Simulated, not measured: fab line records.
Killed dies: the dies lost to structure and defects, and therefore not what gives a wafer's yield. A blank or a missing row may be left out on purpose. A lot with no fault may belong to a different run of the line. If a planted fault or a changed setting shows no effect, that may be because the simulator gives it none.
2 desks, one fault -- flow nand-harc -- each desk holds nothing but its own numbers, with what lay behind them at the end

METROLOGY DESK
Means of the sampled wafers that have a number, per lot and without regard to the tool the lot ran on: this is what the gauges read. The brackets show how far a lot's mean lies from the usual mean; more than 4 standard deviations puts the lot out of limits, marked OUT.
Columns: A = cd-nm at NHARC_P_CONTACT_CD_MEAS_12, usual 90.1 nm
lot,first seen here,A
L924,day 5 10:28,90.0
L925,day 5 12:14,89.6
L927,day 6 05:32,90.6
L926,day 6 06:01,90.5
L928,day 6 12:32,90.0
L929,day 6 19:01,89.9
L930,day 7 05:47,89.7
L931,day 7 09:02,89.5
L932,day 7 16:18,90.1
L939,day 9 04:58,89.8
L941,day 9 19:32,90.2
L946,day 11 01:56,89.9
This desk found nothing out of limits on any of the 12 lots.

DESK OF THE TOOL OWNER: rie-diel-12
The tool's own readings at NHARC_P_CONTACT_ETCH_31 (etches the open film in CH3F/O2, target depth 30 nm, time 85.7 s): means of the sampled wafers that have a number, for each lot that ran on this tool. The brackets show how far a lot's mean lies from the usual mean; more than 4 standard deviations puts the lot out of limits, marked OUT.
Columns: A = drypump-motor-current-A at NHARC_P_CONTACT_ETCH_31, usual 5.8 A; B = o2-flow-sccm at NHARC_P_CONTACT_ETCH_31, usual 30.01 sccm; C = oes-product-au at NHARC_P_CONTACT_ETCH_31, usual 0.980 a.u.; D = rf-vpp-V at NHARC_P_CONTACT_ETCH_31, usual 244.5 V; E = run-length-s at NHARC_P_CONTACT_ETCH_31, usual 106.9 s; F = showerhead-plenum-p-Torr at NHARC_P_CONTACT_ETCH_31, usual 2.46 Torr; G = throttle-valve-pct at NHARC_P_CONTACT_ETCH_31, usual 20.663 %
lot,first seen here,A,B,C,D,E,F,G
L927,day 6 06:28,5.6,30.01,0.979,245.1,106.8,2.49,20.656
L930,day 7 06:43,6.1,29.99,0.979,243.3,107.2,2.37,20.659
L931,day 7 09:57,5.7,29.92,0.986,243.6,106.9,2.43,20.656
L932,day 7 17:15,6.1,30.00,0.976,244.1,107.1,2.43,20.666
L939,day 9 05:54,6.4,30.02,0.971,244.4,77.6 (-64) OUT,2.44,20.662
L941,day 9 20:28,6.1,30.05,0.989,244.4,92.1 (-32) OUT,2.43,20.673
This desk's verdict: out of limits on L939, L941, starting with L939 at day 9 05:54 (run-length-s at NHARC_P_CONTACT_ETCH_31). L927, L930, L931, L932 stayed within limits.

BROUGHT TOGETHER
At day 9 05:54, on L939, L941, the tool owner's desk was in a position to raise an alarm.
Metrology desk: nothing out of limits seen.
The metrology desk has L939, L941 on record, within its limits.
The lots listed all ran NHARC_P_CONTACT_ETCH_31 on rie-diel-12.

WHAT THE SIMULATOR HAD INSERTED
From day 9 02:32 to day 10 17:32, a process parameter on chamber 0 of rie-diel-12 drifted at NHARC_P_CONTACT_ETCH_31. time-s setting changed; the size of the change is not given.
Lots struck among those shown: L939, L941.
Each desk's first reading out of limits, in hours after the fault started: the tool owner's desk, 3.
